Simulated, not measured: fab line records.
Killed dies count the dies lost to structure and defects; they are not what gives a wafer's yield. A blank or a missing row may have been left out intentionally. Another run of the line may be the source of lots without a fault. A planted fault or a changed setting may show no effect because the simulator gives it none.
Split-lot trial    flow n5_finfet    on a route of 1938 steps: 7 lots, 39 wafers read

## ABOUT THE SPLIT
At N5_HKMG_FIN_ETCH_32 (etches SOC in N2/H2, target depth 240 nm, time 300 s), the setting bias_w was moved away from the recipe's 150 W on 12 of the 39 wafers read, by +9.2% to +18.2%. For the rest of the wafers, this setting stayed at what the recipe calls for.

The reading comes from the split's own step.

## THE READING
rf_vpp_V, in V, at N5_HKMG_FIN_ETCH_32 (etches SOC in N2/H2, target depth 240 nm, time 300 s). Typical for fault-free wafers on this fab line: 523.8 V, with standard deviation 2.2 V.

wafer   tool, chamber at the split  bias_w as run, W  against the recipe  rf_vpp_V, V  against lot-mates on the recipe
L079.1  rie_diel-03, 1              150               recipe              521.2        -
L079.2  rie_diel-03, 0              150               recipe              519.6        -
L079.3  rie_diel-03, 2              150               recipe              522.6        -
L079.4  rie_diel-03, 3              150               recipe              522.6        -
L079.5  rie_diel-03, 3              150               recipe              522.8        -
L079.6  rie_diel-03, 2              150               recipe              524.2        -
L082.1  rie_diel-04, 3              150               recipe              526.1        -
L082.2  rie_diel-04, 2              150               recipe              520.7        -
L082.3  rie_diel-04, 0              173.7             +15.8%              575.4        +52.9
L082.4  rie_diel-04, 3              173.7             +15.8%              577.8        +55.3
L082.5  rie_diel-04, 0              173.7             +15.8%              573.6        +51.1
L082.6  rie_diel-04, 2              150               recipe              520.6        -
L083.1  rie_diel-04, 3              177.3             +18.2%              584.7        +60.9
L083.2  rie_diel-04, 0              150               recipe              524.0        -
L083.3  rie_diel-04, 2              177.3             +18.2%              576.8        +53.0
L083.4  rie_diel-04, 0              177.3             +18.2%              582.9        +59.1
L083.5  rie_diel-04, 2              150               recipe              520.4        -
L083.6  rie_diel-04, 3              150               recipe              527.0        -
L084.1  rie_diel-03, 3              150               recipe              523.2        -
L084.2  rie_diel-03, 2              150               recipe              521.7        -
L084.3  rie_diel-03, 1              150               recipe              523.3        -
L084.4  rie_diel-03, 3              150               recipe              522.4        -
L084.5  rie_diel-03, 1              150               recipe              523.4        -
L084.6  rie_diel-03, 2              150               recipe              523.4        -
L085.1  rie_diel-03, 2              150               recipe              521.3        -
L085.2  rie_diel-03, 1              163.8             +9.2%               552.1        +29.5
L085.3  rie_diel-03, 3              163.8             +9.2%               551.5        +28.9
L085.4  rie_diel-03, 1              150               recipe              523.2        -
L085.5  rie_diel-03, 3              150               recipe              523.4        -
L085.6  rie_diel-03, 2              163.8             +9.2%               552.3        +29.7
L091.2  rie_diel-05, 0              150               recipe              524.5        -
L091.4  rie_diel-05, 2              150               recipe              525.6        -
L091.5  rie_diel-05, 1              150               recipe              526.4        -
L096.1  rie_diel-03, 0              150               recipe              528.0        -
L096.2  rie_diel-03, 2              176.2             +17.5%              577.2        +53.1
L096.3  rie_diel-03, 1              176.2             +17.5%              577.6        +53.5
L096.4  rie_diel-03, 3              150               recipe              521.8        -
L096.5  rie_diel-03, 3              150               recipe              522.4        -
L096.6  rie_diel-03, 0              176.2             +17.5%              585.3        +61.2

FIT RESULTS
A straight line over all 39 wafers: rf_vpp_V changes by +3.24 V for each +1% of bias_w; r = +1.00; the points scatter about the line by 2.4 V.
The same after taking each lot's own level away (the mean of its wafers on the recipe; 39 wafers): +3.23 V for each +1%; r = +1.00; scatter 2.3 V.
That fit puts the effect of the largest move of bias_w on the reading at 59 V.
The span of the lots' own levels, 522.17 to 525.50 V, comes to 1.5 times the standard deviation stated above.
Hence the lot-to-lot level has little effect on the slope; both slopes agree.
Check: with one of the wafers moved furthest among these (+18.2%) left out of the fit, the line predicts +58.5 V for it against its lot-mates. Against them it came out at +60.9 V.
Tool readings at the split's step, against how far the setting was moved: rf_vpp_V r = +1.00.

## FURTHER SPLITS ON THESE WAFERS
Other splits were also applied to these wafers ahead of the reading. Each is held against what the fit with the lots' levels taken away leaves over:
other split on the same wafers        wafers away from the commonest value  r with rf_vpp_V (lot level and that fit taken away)
N5_FIN_CUT_ETCH_21 bias_w             15                                    -0.04
N5_DUMMY_GATE_ETCH_31 target_depth_a  12                                    -0.02
N5_SD_EPI_P_EXPOSE_06 dose_mj         12                                    +0.13

## THE WHOLE CHAIN: every reading that the file lists as answering this split, in the file's order
step                 what it does                                          reading                                                                            change (the file's fit)                r (the file's)
N5_HKMG_FIN_ETCH_32  etches SOC in N2/H2, target depth 240 nm, time 300 s  rf_vpp_V                                                                           +3.23 V for each +1% of the setting    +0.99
N5_HKMG_FIN_ETCH_32  etches SOC in N2/H2, target depth 240 nm, time 300 s  HKMG_FIN.feature_depth_nm (the simulator's own value, which no gauge read)         +1.3 nm for each +1% of the setting    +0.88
N5_HKMG_FIN_ETCH_32  etches SOC in N2/H2, target depth 240 nm, time 300 s  etch.depth_nm (the simulator's own value, which no gauge read)                     +1.3 nm for each +1% of the setting    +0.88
N5_HKMG_FIN_ETCH_32  etches SOC in N2/H2, target depth 240 nm, time 300 s  SiARC_of_HKMG_FIN_COAT_30.thk_nm (the simulator's own value, which no gauge read)  -0.175 nm for each +1% of the setting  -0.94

## THE FILE'S OWN FIT
rf_vpp_V changes by +3.23 V for each +1% of bias_w, r = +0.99.
